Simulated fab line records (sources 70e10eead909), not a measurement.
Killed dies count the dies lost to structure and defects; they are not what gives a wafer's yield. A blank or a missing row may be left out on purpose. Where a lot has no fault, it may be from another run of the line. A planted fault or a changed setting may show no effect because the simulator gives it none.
What tool caused it? | flow nand-harc | Sampling: 24 lots, 72 wafers, 5 of 1302 route steps

WHAT THE GAUGES READ, wafer by wafer
NHARC_A_ONON_D2_THK_MEAS_24: measures by ellipsometry.
lot  | measured     | on            | thk-nm (nm)
L074 | day 12 23:38 | film-metro-01 | 1014 1014 1013
L076 | day 13 15:23 | film-metro-02 | 990 991 991
L077 | day 13 15:23 | film-metro-01 | 1004 1006 1005
L075 | day 13 15:24 | film-metro-01 | 994 994 993
L078 | day 14 10:50 | film-metro-01 | 998 998 995
L079 | day 14 21:20 | film-metro-01 | 997 996 997
L080 | day 15 05:54 | film-metro-01 | 998 997 997
L081 | day 16 03:01 | film-metro-01 | 1000 999 999
L082 | day 16 03:01 | film-metro-02 | 1003 1003 1004
L083 | day 16 16:53 | film-metro-01 | 1015 1014 1013
L084 | day 17 08:42 | film-metro-01 | 999 1001 1000
L085 | day 17 08:43 | film-metro-01 | 1006 1005 1008
L087 | day 18 02:29 | film-metro-01 | 1006 1005 1003
L086 | day 18 07:56 | film-metro-02 | 1004 1003 1002
L089 | day 18 14:08 | film-metro-02 | 1004 1004 1004
L088 | day 18 14:11 | film-metro-02 | 991 993 993
L090 | day 19 14:38 | film-metro-02 | 1001 1004 1005
L091 | day 19 14:38 | film-metro-02 | 1003 1004 1002
L092 | day 20 04:33 | film-metro-01 | 1002 1001 1002
L093 | day 20 12:53 | film-metro-02 | 994 996 992
L094 | day 20 22:15 | film-metro-01 | 994 994 995
L095 | day 21 15:56 | film-metro-02 | 992 994 990
L096 | day 21 15:58 | film-metro-01 | 993 994 994
L097 | day 22 15:53 | film-metro-01 | 1006 1006 1007

NHARC_A_ONON_D2_THK_MEAS_27: measures by ellipsometry.
lot  | measured     | on            | thk-nm (nm)
L074 | day 13 00:12 | film-metro-02 | 1008 1010 1007
L076 | day 13 15:58 | film-metro-02 | 989 988 986
L077 | day 13 15:58 | film-metro-01 | 1009 1007 1009
L075 | day 13 15:58 | film-metro-01 | 1009 1009 1009
L078 | day 14 11:23 | film-metro-01 | 1008 1009 1007
L079 | day 14 21:54 | film-metro-01 | 978 978 979
L080 | day 15 06:28 | film-metro-02 | 1000 1001 1002
L081 | day 16 03:35 | film-metro-02 | 987 988 988
L082 | day 16 03:35 | film-metro-01 | 985 983 986
L083 | day 16 17:27 | film-metro-01 | 995 995 995
L084 | day 17 09:16 | film-metro-01 | 1012 1012 1011
L085 | day 17 09:16 | film-metro-02 | 999 1000 1000
L087 | day 18 03:04 | film-metro-02 | 1014 1014 1015
L086 | day 18 08:30 | film-metro-02 | 975 973 974
L089 | day 18 14:43 | film-metro-02 | 991 989 989
L088 | day 18 14:45 | film-metro-02 | 1015 1015 1016
L090 | day 19 15:12 | film-metro-01 | 975 976 977
L091 | day 19 15:13 | film-metro-02 | 1001 1000 1002
L092 | day 20 05:07 | film-metro-01 | 1007 1010 1007
L093 | day 20 13:28 | film-metro-02 | 987 986 986
L094 | day 20 22:49 | film-metro-02 | 994 993 994
L095 | day 21 16:31 | film-metro-02 | 992 991 991
L096 | day 21 16:31 | film-metro-01 | 1010 1009 1009
L097 | day 22 16:28 | film-metro-02 | 987 988 987

NHARC_A_CHANNEL_HOLE_D2_INSPECT_40.
lot  | measured     | on                | raw-defect-count
L074 | day 13 11:53 | defect-inspect-01 | 204 195 182
L076 | day 14 10:37 | defect-inspect-02 | 255 251 234
L077 | day 14 09:37 | defect-inspect-01 | 167 203 302
L075 | day 14 13:47 | defect-inspect-01 | 165 165 138
L078 | day 14 22:28 | defect-inspect-02 | 369 444 418
L079 | day 15 08:48 | defect-inspect-01 | 224 215 239
L080 | day 15 18:50 | defect-inspect-01 | 339 230 315
L081 | day 16 16:55 | defect-inspect-02 | 369 293 421
L082 | day 16 15:11 | defect-inspect-02 | 230 159 259
L083 | day 17 12:24 | defect-inspect-01 | 303 233 368
L084 | day 17 22:37 | defect-inspect-01 | 325 301 236
L085 | day 18 00:50 | defect-inspect-02 | 187 256 277
L087 | day 18 14:47 | defect-inspect-01 | 286 205 287
L086 | day 18 19:54 | defect-inspect-02 | 311 341 310
L089 | day 19 04:14 | defect-inspect-01 | 476 360 642
L088 | day 19 02:39 | defect-inspect-01 | 212 312 207
L090 | day 20 03:08 | defect-inspect-02 | 432 240 249
L091 | day 20 03:16 | defect-inspect-01 | 202 317 320
L092 | day 20 16:02 | defect-inspect-02 | 224 280 331
L093 | day 21 04:31 | defect-inspect-02 | 183 299 239
L094 | day 21 12:24 | defect-inspect-01 | 255 266 232
L095 | day 22 03:52 | defect-inspect-01 | 188 316 196
L096 | day 22 03:18 | defect-inspect-01 | 260 262 279
L097 | day 23 03:23 | defect-inspect-01 | 205 238 287

TOOL THAT RAN EACH LOT (tool first, then ch and the chambers of the sampled wafers, then the start)
lot  | NHARC_A_CHANNEL_HOLE_D2_ETCH_38    | NHARC_A_CHANNEL_HOLE_D2_ETCH_34
L074 | rie-diel-02 ch 0,1,2, day 13 05:04 | rie-diel-02 ch 1,2, day 13 11:53 or earlier
L076 | rie-diel-04 ch 0,1,3, day 14 03:47 | rie-diel-04 ch 0,2,3, day 14 10:37 or earlier
L077 | rie-diel-08 ch 0,1,3, day 14 02:30 | rie-diel-08 ch 1,3, day 14 09:37 or earlier
L075 | rie-diel-08 ch 0,1, day 14 04:08   | rie-diel-08 ch 0,1,3, day 14 13:47 or earlier
L078 | rie-diel-02 ch 1,2, day 14 15:37   | rie-diel-02 ch 1,2, day 14 22:28 or earlier
L079 | rie-diel-08 ch 0,1,2, day 15 01:59 | rie-diel-08 ch 0,1,2, day 15 08:48 or earlier
L080 | rie-diel-04 ch 0,3, day 15 12:02   | rie-diel-04 ch 0,1,2, day 15 18:50 or earlier
L081 | rie-diel-04 ch 1,3, day 16 09:53   | rie-diel-04 ch 1,2, day 16 16:55 or earlier
L082 | rie-diel-02 ch 0,1,2, day 16 08:01 | rie-diel-02 ch 0,1, day 16 15:11 or earlier
L083 | rie-diel-04 ch 0,1,3, day 17 00:49 | rie-diel-04 ch 0,1,3, day 17 12:24 or earlier
L084 | rie-diel-04 ch 0,1,2, day 17 13:59 | rie-diel-04 ch 0,1, day 17 22:37 or earlier
L085 | rie-diel-08 ch 1,2,3, day 17 14:29 | rie-diel-08 ch 1,2,3, day 18 00:50 or earlier
L087 | rie-diel-04 ch 0,1,2, day 18 07:02 | rie-diel-04 ch 0,1,3, day 18 14:47 or earlier
L086 | rie-diel-08 ch 0,1, day 18 13:05   | rie-diel-08 ch 0,3, day 18 19:54 or earlier
L089 | rie-diel-02 ch 0,3, day 18 18:49   | rie-diel-02 ch 0,1,3, day 19 04:14 or earlier
L088 | rie-diel-04 ch 0,1, day 18 19:05   | rie-diel-04 ch 0,1,3, day 19 02:39 or earlier
L090 | rie-diel-02 ch 0,2,3, day 19 20:20 | rie-diel-02 ch 0,1,2, day 20 03:08 or earlier
L091 | rie-diel-08 ch 0,1,3, day 19 20:29 | rie-diel-08 ch 0,3, day 20 03:16 or earlier
L092 | rie-diel-04 ch 0,1,2, day 20 09:16 | rie-diel-04 ch 0,1,2, day 20 16:02 or earlier
L093 | rie-diel-02 ch 0,1,3, day 20 19:38 | rie-diel-02 ch 0,1,3, day 21 04:31 or earlier
L094 | rie-diel-08 ch 0,1,2, day 21 05:00 | rie-diel-08 ch 0,2, day 21 12:24 or earlier
L095 | rie-diel-08 ch 0,2, day 21 20:49   | rie-diel-08 ch 0,2, day 22 03:52 or earlier
L096 | rie-diel-04 ch 0,1,2, day 21 20:30 | rie-diel-04 ch 1,3, day 22 03:18 or earlier
L097 | rie-diel-02 ch 0,2, day 22 20:35   | rie-diel-02 ch 0,3, day 23 03:23 or earlier
- NHARC_A_CHANNEL_HOLE_D2_ETCH_38: etches the open film in CF4, target depth 39 nm, time 65 s.
- NHARC_A_CHANNEL_HOLE_D2_ETCH_34: etches the open film in CF4/CHF3, target depth 154 nm, time 77 s.

AS READ BY THE TOOLS THEMSELVES (means over the sampled wafers that have a number; for cases with no such wafer, the mark the record gives instead)
NHARC_A_CHANNEL_HOLE_D2_ETCH_38.
lot  | tool        | drypump-motor-current-A (A) | oes-product-au (a.u.) | rf-vpp-V (V) | showerhead-plenum-p-Torr (Torr) | throttle-valve-pct (%)
L074 | rie-diel-02 | 5.6                         | 0.998                 | 152.3        | 1.75                            | 13.282
L076 | rie-diel-04 | 5.8                         | 0.987                 | 150.8        | 1.79                            | 13.288
L077 | rie-diel-08 | 5.7                         | 1.007                 | 151.2        | 1.77                            | 13.285
L075 | rie-diel-08 | 5.3                         | 1.008                 | 152.2        | 1.75                            | 13.281
L078 | rie-diel-02 | 5.7                         | 0.993                 | 150.1        | 1.69                            | 13.282
L079 | rie-diel-08 | 5.1                         | 1.010                 | 150.2        | 1.76                            | 13.286
L080 | rie-diel-04 | 5.7                         | 0.988                 | 150.7        | 1.80                            | 13.273
L081 | rie-diel-04 | 5.9                         | 0.996                 | 150.8        | 1.77                            | 13.277
L082 | rie-diel-02 | 5.6                         | 0.990                 | 150.6        | 1.75                            | 13.287
L083 | rie-diel-04 | 5.8                         | 0.998                 | 151.6        | 1.78                            | 13.276
L084 | rie-diel-04 | 6.1                         | 0.992                 | 151.7        | 1.77                            | 13.283
L085 | rie-diel-08 | 5.6                         | 1.013                 | 150.9        | 1.77                            | 13.290
L087 | rie-diel-04 | 6.1                         | 0.985                 | 150.7        | 1.76                            | 13.284
L086 | rie-diel-08 | 5.2                         | 1.004                 | 151.1        | 1.80                            | 13.285
L089 | rie-diel-02 | 5.7                         | 1.000                 | 153.6        | 1.86                            | 13.283
L088 | rie-diel-04 | 6.1                         | 0.977                 | 151.8        | 1.79                            | 13.281
L090 | rie-diel-02 | 5.8                         | 1.004                 | 151.7        | 1.80                            | 13.290
L091 | rie-diel-08 | 5.7                         | 1.000                 | 150.9        | 1.76                            | 13.288
L092 | rie-diel-04 | 6.1                         | 0.979                 | 151.3        | 1.77                            | 13.292
L093 | rie-diel-02 | 5.8                         | 1.017                 | 151.7        | 1.80                            | 13.282
L094 | rie-diel-08 | 5.1                         | 1.010                 | 150.6        | 1.76                            | 13.289
L095 | rie-diel-08 | 5.2                         | 1.009                 | 150.5        | 1.70                            | 13.290
L096 | rie-diel-04 | 6.1                         | 0.991                 | 151.2        | 1.76                            | 13.282
L097 | rie-diel-02 | 5.6                         | 1.008                 | 150.6        | 1.75                            | 13.274

NHARC_A_CHANNEL_HOLE_D2_ETCH_34.
lot  | tool        | drypump-motor-current-A (A) | oes-product-au (a.u.) | rf-vpp-V (V) | showerhead-plenum-p-Torr (Torr) | throttle-valve-pct (%)
L074 | rie-diel-02 | 5.7                         | 0.972                 | 368.9        | 1.51                            | 16.805
L076 | rie-diel-04 | 5.8                         | 0.977                 | 370.5        | 1.57                            | 16.805
L077 | rie-diel-08 | 5.6                         | 0.973                 | 372.7        | 1.62                            | 16.796
L075 | rie-diel-08 | 5.7                         | 0.971                 | 370.7        | 1.57                            | 16.803
L078 | rie-diel-02 | 5.7                         | 0.961                 | 368.4        | 1.51                            | 16.808
L079 | rie-diel-08 | 5.1                         | 0.969                 | 370.9        | 1.57                            | 16.797
L080 | rie-diel-04 | 6.1                         | 0.960                 | 371.1        | 1.57                            | 16.795
L081 | rie-diel-04 | 6.2                         | 0.963                 | 369.5        | 1.54                            | 16.801
L082 | rie-diel-02 | 5.6                         | 0.952                 | 371.8        | 1.60                            | 16.811
L083 | rie-diel-04 | 5.8                         | 0.964                 | 371.0        | 1.59                            | 16.801
L084 | rie-diel-04 | 6.1                         | 0.942                 | 371.1        | 1.59                            | 16.812
L085 | rie-diel-08 | 5.5                         | 0.978                 | 370.9        | 1.58                            | 16.808
L087 | rie-diel-04 | 5.8                         | 0.921                 | 370.7        | 1.59                            | 16.797
L086 | rie-diel-08 | 6.1                         | 0.976                 | 369.6        | 1.54                            | 16.802
L089 | rie-diel-02 | 5.8                         | 0.932                 | 371.3        | 1.60                            | 16.802
L088 | rie-diel-04 | 5.8                         | 0.963                 | 371.6        | 1.59                            | 16.803
L090 | rie-diel-02 | 5.6                         | 0.933                 | 369.2        | 1.55                            | 16.796
L091 | rie-diel-08 | 5.7                         | 0.941                 | 368.6        | 1.52                            | 16.801
L092 | rie-diel-04 | 6.1                         | 0.927                 | 370.7        | 1.57                            | 16.796
L093 | rie-diel-02 | 5.8                         | 0.971                 | 371.0        | 1.60                            | 16.813
L094 | rie-diel-08 | 5.2                         | 0.985                 | 368.5        | 1.51                            | 16.797
L095 | rie-diel-08 | 5.0                         | 0.949                 | 368.5        | 1.52                            | 16.812
L096 | rie-diel-04 | 5.7                         | 0.972                 | 370.6        | 1.57                            | 16.795
L097 | rie-diel-02 | 5.7                         | 0.979                 | 373.6        | 1.66                            | 16.806

THE ANSWER, worked out from the rows above alone
Rule: what is usual is taken from the lots themselves. Put in order of their means at a reading, lots are off if they are a third of the lots or fewer, leave a main group of 4 or more, and stand apart from it by a gap of 3 or more times the standard deviation of the main group's means; of several such gaps the widest counts. The tables above print the reading to a certain number of digits; a main group whose means all agree to those digits is not used. A lot without any number at a reading at which 4 lots or more have one is off too. Where the step has rows for the other lots, those lots are counted as sound. Order of review: gauges by route order, followed by the tools' own readings, for which a lot's mean as printed above is used. The first step at which some lot is off is used, and at that step the reading that is off furthest; a lot without a number counts as furthest.
Nothing can be told from this: no lot is off at any reading shown.

WHAT HAD BEEN PUT IN BY THE SIMULATOR
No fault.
